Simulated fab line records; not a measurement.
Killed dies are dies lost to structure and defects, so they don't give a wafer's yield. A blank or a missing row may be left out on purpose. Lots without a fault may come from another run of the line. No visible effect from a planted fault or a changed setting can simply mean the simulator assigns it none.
Chamber matching    flow nandHarc    rieDiel-07 running NHARC_A_STAIRCASE_DESCUM_291: 4 sister chambers
The step chemistry O2, time 3 s. 16 wafers are shown with their chamber, then 8 later ones without.

== EACH WAFER AND ITS CHAMBER ==
wafer   chamber  showerheadPlenumPTorr (Torr)  drypumpMotorCurrentA (A)  throttleValvePct (%)
L077.3  0        2.03                          6.2                       11.314
L077.5  2        1.99                          5.2                       11.310
L077.6  1        1.96                          5.0                       11.328
L074.1  0        2.03                          6.2                       11.302
L074.5  2        1.99                          5.3                       11.325
L074.6  1        1.96                          5.1                       11.337
L080.1  2        1.98                          5.2                       11.309
L080.5  3        1.88                          5.3                       11.323
L080.6  0        2.03                          6.2                       11.303
L082.1  2        1.98                          5.3                       11.304
L082.3  0        2.03                          6.1                       11.312
L082.6  2        1.98                          5.2                       11.324
L085.3  3        1.88                          5.3                       11.323
L085.5  0        2.02                          6.1                       11.307
L085.6  1        1.96                          5.0                       11.311
L088.2  2        1.98                          5.2                       11.319

SIGNATURES (averages over the wafers above)
reading                chamber 0  chamber 1  chamber 2  chamber 3  scatter within a chamber
showerheadPlenumPTorr  2.0280     1.9600     1.9833     1.8800     0.00422
drypumpMotorCurrentA   6.160      5.033      5.233      5.300      0.0516
throttleValvePct       11.30760   11.32533   11.31517   11.32300   0.00837
Rule: for each reading, subtract the chamber's mean from the wafer's reading, divide by that reading's scatter and square the result; add these up over the readings and take the root, which gives the wafer's distance from the chamber. The wafer belongs to the nearest chamber; if the next one is less than 2 further off, it can't be placed. How the scatter is found: for the shown wafers, subtract from each reading the mean of its chamber, square and add these, divide the total by (wafers less chambers), then take the root.

== WAFERS WITH NO CHAMBER GIVEN ==
wafer   showerheadPlenumPTorr (Torr)  drypumpMotorCurrentA (A)  throttleValvePct (%)
L088.5  1.87                          5.2                       11.309
L088.6  1.97                          5.2                       11.317
L091.2  1.97                          5.2                       11.324
L091.3  1.95                          5.1                       11.306
L091.4  2.02                          6.1                       11.304
L094.1  1.97                          5.3                       11.306
L094.2  1.95                          5.0                       11.317
L094.4  2.01                          6.2                       11.314

== WHICH CHAMBER EACH ONE RAN IN ==
wafer   from the rows above      in truth
L088.5  3                        3
L088.6  can't be placed: 2 or 1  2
L091.2  can't be placed: 2 or 1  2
L091.3  1                        1
L091.4  0                        0
L094.1  2                        2
L094.2  1                        1
L094.4  0                        0
Correctly placed: 6 of 8. Unplaceable from these rows: 2, with the true chamber sitting among the candidates in 2. 0 placed wrongly.
